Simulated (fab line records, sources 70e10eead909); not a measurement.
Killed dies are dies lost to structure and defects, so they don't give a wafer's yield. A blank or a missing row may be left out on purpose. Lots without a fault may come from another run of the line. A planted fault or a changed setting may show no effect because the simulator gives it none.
fab line records | flow nand_harc
record lots=6 wafers=18 last_day=33
route steps=1302 shown P_CONTACT@236 END@1302
lots that met no fault: from a run of the same line without faults
start_h: hours from the record's first day to the start of the lot's first wafer shown | wait_h: hours since the lot's step before | " the same as in the row above | L1.1+2: a row that stands for several wafers | - no value, or no start given | * or withheld: withheld | < > ~ a bound
route shown NAME@n: a module of which the file shows steps, and the number in the route of the first | usual: mean/standard deviation of fault-free wafers | same: alike in all rows | chamber/n: place in a boat | sites: the reading at each site | _std_site: their standard deviation | _edge_site: outer sites' mean less inner sites' | radius_mm: how far each site lies from the wafer's centre | mask NAME#n: copy n | behind: the tool/chamber that last shaped the wafer | hold: why the lot was held/for how many hours/how that ended | device: the transistor (n, p or np) that didn't switch | end of line: the same wafers' tests at the end of the route | a step without rows: its recipe alone | killed: dies lost to structure and defects at the first sort, not the wafer's yield | map: a wafer's dies, x killed, . not, _ none there
set.NAME: the setting as run; set.NAME@STEP: as run at that earlier step | model.NAME: the simulator's own value behind a step, which no gauge read
lots at some steps of the route; a table a step, a row a wafer
services: from which hour (start_h, from the record's first day; less than 0 if before it) a tool's chamber was out of use, for how many hours, and why
## steps
# step NHARC_P_CONTACT_ETCH_35
# recipe target_depth_a=390 over_etch_frac=0.3 time_s=65 ion_energy_ev=80 cf4_flow_sccm=150 ar_flow_sccm=0 rf_w=300 bias_w=100 chemistry=CF4
# usual drypump_motor_current_A=5.74/0.29 oes_product_au=1.000/0.013 rf_vpp_V=151.5/1.1 showerhead_plenum_p_Torr=1.79/0.061 throttle_valve_pct=13.283/0.0095
# columns lot.wafer tool chamber start_h wait_h drypump_motor_current_A oes_product_au rf_hours_counter_h rf_vpp_V showerhead_plenum_p_Torr throttle_valve_pct
L332.4 rie_diel-05 1 123.71 0.1 5.79 0.994 1.5 153.2 1.83 13.291
L332.3 " 3 " " 5.38 1.012 2.2 150.8 1.75 13.293
L332.2 " 0 " " 5.64 1.001 2.0 151.4 1.84 13.280
L339.2 rie_diel-11 0 186.05 0.1 6.22 1.013 2.7 151.0 1.77 13.293
L339.3 " 1 " " 5.25 0.982 2.6 150.8 1.67 13.264
L339.5 " 0 " " 6.26 1.011 - 150.7 1.77 13.289
L338.1 rie_diel-11 2 187.46 0.1 5.56 0.990 3.1 151.0 1.71 13.273
L338.2 " 3 " " 5.80 1.005 2.8 153.7 1.85 13.272
L338.6 " 2 " " 5.56 0.993 - 149.5 1.71 13.275
L349.1 rie_diel-05 3 289.39 0.1 5.39 1.010 3.1 150.2 1.74 13.283
L349.4 " 1 " " 5.82 0.989 3.4 151.5 1.83 13.274
L349.3 " 2 " " 5.87 1.009 3.0 152.9 1.86 13.290
L352.2 rie_diel-05 0 314.12 0.1 5.64 1.037 4.7 152.2 1.84 13.275
L352.1 " 2 " " 5.87 1.003 4.7 150.4 1.86 13.276
L352.5 " 0 " " 5.66 1.027 - 151.9 1.84 13.285
L353.1 rie_diel-11 0 329.54 0.1 6.21 1.003 1.4 151.9 1.77 13.289
L353.2 " 1 " " 5.29 1.003 1.3 150.1 1.67 13.278
L353.4 " 2 " " 5.56 0.997 1.4 148.8 1.71 13.279
# step NHARC_P_CONTACT_ETCH_36
# recipe target_depth_a=2600 over_etch_frac=0.25 time_s=406.25 ion_energy_ev=200 n2_flow_sccm=150 h2_flow_sccm=150 ar_flow_sccm=0 rf_w=400 bias_w=150 chemistry=N2/H2
# step NHARC_P_CONTACT_ETCH_18
# recipe target_depth_a=4810 time_s=240.5 c4f8_flow_sccm=20 o2_flow_sccm=10 ar_flow_sccm=withheld rf_w=600 bias_w=1500 chemistry=C4F8/O2/Ar
# usual oes_product_au=0.957/0.022 rf_vpp_V=981/4.7
# columns lot.wafer tool chamber start_h wait_h oes_product_au rf_hours_counter_h rf_vpp_V
L332.2 rie_diel-05 1 - - 0.953 1.8 983
L332.3 " 2 " " 0.990 2.2 986
L332.4 " 0 " " 0.969 2.2 985
L339.3 rie_diel-11 0 - - 0.933 2.9 979
L339.2 " 2 " " 0.926 3.0 974
L339.5 " 0 " " 0.932 - 979
L338.2 rie_diel-11 1 - - 0.930 3.3 971
L338.1 " 2 " " 0.958 3.3 974
L338.6 " 3 " " 0.970 - 985
L349.3 rie_diel-05 0 - - 0.934 3.1 984
L349.1 " 2 " " 0.927 3.1 986
L349.4 " 3 " " 0.925 3.3 976
L352.1 rie_diel-05 2 - - 0.937 4.8 986
L352.2 " 1 " " 0.916 5.3 983
L352.5 " 2 " " 0.934 - 984
L353.2 rie_diel-11 2 - - 0.957 1.7 973
L353.4 " 3 " " 0.967 1.8 985
L353.1 " 0 " " 0.971 1.5 977
# step NHARC_P_CONTACT_STRIP_37
# recipe c4f8_flow_sccm=withheld o2_flow_sccm=8 ar_flow_sccm=withheld bias_w=0 chemistry=C4F8/O2/Ar
# step NHARC_P_CONTACT_ETCH_31
# recipe target_depth_a=300 time_s=85.7 ion_energy_ev=120 over_etch_frac=1 ch3f_flow_sccm=50 o2_flow_sccm=30 ar_flow_sccm=200 rf_w=500 bias_w=100 chemistry=CH3F/O2
# step NHARC_P_CONTACT_CD_MEAS_19
# usual cd_nm=89.8/2.1
# columns lot.wafer tool chamber start_h wait_h cd_nm
L332.2 cd_sem-03 - 124.51 - 91.8
L332.3 " - " " 88.4
L332.4 " - " " 93.0
L339.2 cd_sem-01 - 186.83 - 89.6
L339.3 " - " " 90.9
L339.5 " - " " 89.9
L338.1 cd_sem-02 - 188.24 - 90.9
L338.2 " - " " 91.4
L338.6 " - " " 93.9
L349.1 cd_sem-03 - 290.18 - 88.2
L349.3 " - " " 87.2
L349.4 " - " " 91.7
L352.1 cd_sem-02 - 314.90 - 93.6
L352.2 " - " " 86.6
L352.5 " - " " 90.7
L353.1 cd_sem-01 - 330.32 - 90.9
L353.2 " - " " 89.5
L353.4 " - " " 91.9
# step NHARC_P_CONTACT_STRIP_28
# recipe o2_flow_sccm=500 ar_flow_sccm=0 bias_w=0 chemistry=O2
# step NHARC_P_CONTACT_STRIP_29
# recipe time_s=1200 temp_c=72.5 chemistry=post_etch_residue_remover
# step NHARC_P_CONTACT_DEGAS_38
# recipe temp_c=300 time_s=60
# usual heater_power_w=443/31
# columns lot.wafer tool chamber start_h wait_h heater_power_w
L332.2 pvd_sputter-03 - 125.25 - 443
L332.4 " - " " 517
L332.3 " - " " 466
L339.2 pvd_sputter-02 - 187.53 - 438
L339.3 " - " " 418
L339.5 " - " " 435
L338.2 pvd_sputter-02 - 188.96 - 423
L338.1 " - " " 434
L338.6 " - " " 421
L349.4 pvd_sputter-01 - 290.89 - 444
L349.3 " - " " 484
L349.1 " - " " 444
L352.2 pvd_sputter-01 - 315.62 - 475
L352.1 " - " " 446
L352.5 " - " " 493
L353.4 pvd_sputter-01 - 331.04 - 446
L353.1 " - " " 393
L353.2 " - " " 496
# step NHARC_P_CONTACT_PRE_CLEAN_39
# recipe time_s=19.5 bias_v=250 gas=Ar
# step NHARC_P_CONTACT_PVD_32
# recipe target_thk_a=50 chamber_pressure_pa=5 power_w=5000 substrate_temp_c=200 time_s=17.7 material=Ti
# usual throttle_valve_pct=29.7/0.96
# columns lot.wafer tool chamber start_h wait_h throttle_valve_pct
L332.4 pvd_sputter-03 - - - 29.5
L332.2 " - " " 29.7
L332.3 " - " " 30.6
L339.2 pvd_sputter-02 - - - 30.6
L339.3 " - " " 28.8
L339.5 " - " " 29.4
L338.1 pvd_sputter-02 - - - 30.4
L338.2 " - " " 28.7
L338.6 " - " " 30.5
L349.1 pvd_sputter-01 - - - 30.4
L349.4 " - " " 32.3
L349.3 " - " " 29.3
L352.2 pvd_sputter-01 - - - 29.4
L352.1 " - " " 30.2
L352.5 " - " " 29.1
L353.1 pvd_sputter-01 - - - 28.6
L353.2 " - " " 30.3
L353.4 " - " " 32.2
# step NHARC_P_CONTACT_ALD_22
# recipe target_thk_a=30 pulse_time_s=1 ald_cycles=150 temp_c=450 material=TiN
# usual heater_power_w=1093/130 precursor_pulse_height_rel=1.001/0.021
# columns lot.wafer tool chamber start_h wait_h heater_power_w precursor_pulse_height_rel
L332.2 ald_metal-03 0 125.49 - 1217 1.016
L332.3 " 2 " " 963 1.019
L332.4 " 3 " " 1101 0.935
L339.3 ald_metal-03 1 187.78 - 1091 0.971
L339.2 " 0 " " 1222 0.982
L339.5 " 0 " " 1260 0.970
L338.1 ald_metal-01 2 189.19 - 977 1.033
L338.2 " 3 " " 923 1.006
L338.6 " 3 " " 960 1.010
L349.4 ald_metal-01 1 291.15 - 1271 0.994
L349.3 " 2 " " 1001 1.009
L349.1 " 3 " " 957 1.011
L352.2 ald_metal-04 3 315.85 - 1068 1.017
L352.1 " 2 " " 948 0.987
L352.5 " 3 " " 1051 0.981
L353.2 ald_metal-04 0 331.31 - 1294 1.005
L353.1 " 2 " " 950 0.997
L353.4 " 2 " " 963 0.969
# step NHARC_P_CONTACT_CVD_23
# recipe target_thk_a=2000 temp_c=300 pressure_torr=40 wf6_flow_sccm=40 h2_flow_sccm=1600 ar_flow_sccm=1560 time_s=557 material=W
# usual heater_power_w=486/29 throttle_valve_pct=7.8/0.33
# columns lot.wafer tool chamber start_h wait_h heater_power_w throttle_valve_pct
L332.2 cvd_w-01 0 125.78 - 462 7.9
L332.4 " 1 " " 504 7.5
L332.3 " 0 " " 470 8.2
L339.2 cvd_w-02 0 188.02 - 435 8.3
L339.3 " 0 " " 433 8.2
L339.5 " 0 " " 428 8.2
L338.1 cvd_w-02 0 189.39 - 444 8.0
L338.2 " 1 " " 517 7.6
L338.6 " 0 " " 454 8.3
L349.1 cvd_w-02 1 291.33 - 530 7.8
L349.3 " 1 " " 530 7.9
L349.4 " 0 " " 455 8.1
L352.2 cvd_w-02 1 316.05 - 528 8.0
L352.1 " 0 " " 453 8.4
L352.5 " 0 " " 458 8.2
L353.2 cvd_w-01 0 331.52 - 494 7.8
L353.1 " 1 " " 512 7.4
L353.4 " 1 " " 501 7.4
# step NHARC_P_CONTACT_CMP_24
# recipe t_overpolish_s=30 target_thk_nm=200
# usual motor_current_A=12.1/0.92 overpolish_run_s=30.000/0.0088 time_to_endpoint_s=38/4
# columns lot.wafer tool chamber start_h wait_h motor_current_A overpolish_run_s time_to_endpoint_s
L332.3 cmp-03 3 126.33 0.3 11.7 30.000 37
L332.4 " 1 " " 10.6 30.007 29
L332.2 " 2 " " 13.0 29.990 37
L339.2 cmp-03 0 188.67 0.6 11.4 30.011 25
L339.3 " 1 " " 10.9 29.999 33
L339.5 " 0 " " 11.6 30.010 27
L338.2 cmp-01 0 190.06 0.5 10.8 29.992 22
L338.1 " 1 " " 12.2 30.001 37
L338.6 " 0 " " 11.1 30.004 40
L349.4 cmp-01 0 292.01 0.3 10.8 29.994 37
L349.3 " 1 " " 11.6 29.985 32
L349.1 " 2 " " 12.9 29.996 33
L352.1 cmp-04 3 316.76 0.5 11.9 29.998 38
L352.2 " 0 " " 11.9 30.012 45
L352.5 " 2 " " 14.2 29.994 43
L353.2 cmp-01 0 332.17 0.6 11.7 30.011 37
L353.4 " 1 " " 12.3 29.991 32
L353.1 " 3 " " 12.7 30.005 43
# step NHARC_END_SORT_01
# recipe temp_c=25
# usual killed_at_array=54/21 killed_at_other=0.9/1.1 killed_at_periphery=3.5/2.5 killed_dies=58/21 killed_open=3.3/1.9 killed_short=2.6/1.8
# same gross_dies=677
# columns lot.wafer tool chamber start_h wait_h killed_at_array killed_at_other killed_at_periphery killed_dies killed_open killed_short
L338.1 prober-02 0 639.07 2.5 100 0 2 102 3 2
L338.2 prober-02 0 639.88 2.8 92 1 7 100 2 2
L338.6 prober-02 0 643.11 4.0 95 0 8 103 2 1
# killed by level:class
L338.1 A_CHANNEL_HOLE_D1:chamber_film_flake=36 A_CHANNEL_HOLE_D2:chamber_film_flake=34 A_SLIT:chamber_film_flake=19 A_CONTACT:chamber_film_flake=4 P_M2:chamber_film_flake=2 A_STAIRCASE:chamber_film_flake=2 A_ONON_D2:geometric_particle:open=1 A_CHANNEL_FILL_D2:geometric_particle:short=1
L338.2 A_CHANNEL_HOLE_D1:chamber_film_flake=31 A_CHANNEL_HOLE_D2:chamber_film_flake=31 A_SLIT:chamber_film_flake=20 P_M2:chamber_film_flake=5 A_STAIRCASE:chamber_film_flake=3 A_CONTACT:chamber_film_flake=3 P_GATE:geometric_particle:open=1 P_CONTACT:geometric_particle:open=1
L338.6 A_CHANNEL_HOLE_D2:chamber_film_flake=37 A_CHANNEL_HOLE_D1:chamber_film_flake=27 A_SLIT:chamber_film_flake=17 P_M2:chamber_film_flake=5 A_DECK1_JOINT:chamber_film_flake=3 A_STAIRCASE:chamber_film_flake=2 A_CONTACT:chamber_film_flake=2 A_DECK1_JOINT:geometric_particle:short=1
## services
# columns tool chamber start_h hours kind
pvd_sputter-02 - 104.00 10.0 pm
ald_metal-04 - 118.00 10.0 pm
cmp-03 - 118.93 0.2 repair
cmp-03 - 121.05 2.0 repair
rie_diel-11 0 123.89 9.6 repair
rie_diel-11 3 137.91 13.1 repair
cmp-01 - 159.35 5.9 repair
cmp-01 - 194.81 4.0 pm
pvd_sputter-01 - 195.98 1.2 repair
cmp-01 - 200.58 14.1 repair
pvd_sputter-01 - 217.55 24.7 repair
rie_diel-05 - 229.60 9.0 pm
rie_diel-11 1 232.52 8.7 repair
pvd_sputter-02 - 234.56 4.7 repair
pvd_sputter-01 - 242.28 10.0 pm
rie_diel-05 0 243.66 16.9 repair
rie_diel-11 - 255.52 9.0 pm
pvd_sputter-01 - 259.55 15.2 repair
cvd_w-02 - 269.00 13.0 pm
cmp-01 - 271.28 0.8 repair
pvd_sputter-02 - 275.98 0.7 repair
cmp-01 - 280.12 0.9 repair
pvd_sputter-02 - 282.00 10.0 pm
cmp-01 - 292.81 4.0 pm
## key
first_sign step=NHARC_P_CONTACT_CMP_24 reading=time_to_endpoint_s direction=down sigmas=3.5 usual=* struck=*
effect none on later readings
met_at NHARC_P_CONTACT_CVD_23
struck_wafers L338.2,L339.2,L339.5
tester_left_out L338,L339
fault kind=process_parameter_drift tool=cvd_w-02 chamber=- onset_h=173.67 steps=NHARC_P_CONTACT_CVD_23 channel=target_thk_a offset=* shape=step end_h=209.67 scope=struck_wafers_only acts_in=* stated=*
# tester_left_out: of these lots the tester's yield and bins aren't shown, on N5 and GAA mostly nor the transistor test; their killed dies are dies lost to structure and defects alone, not to doping, threshold or leakage, so they don't give the yield
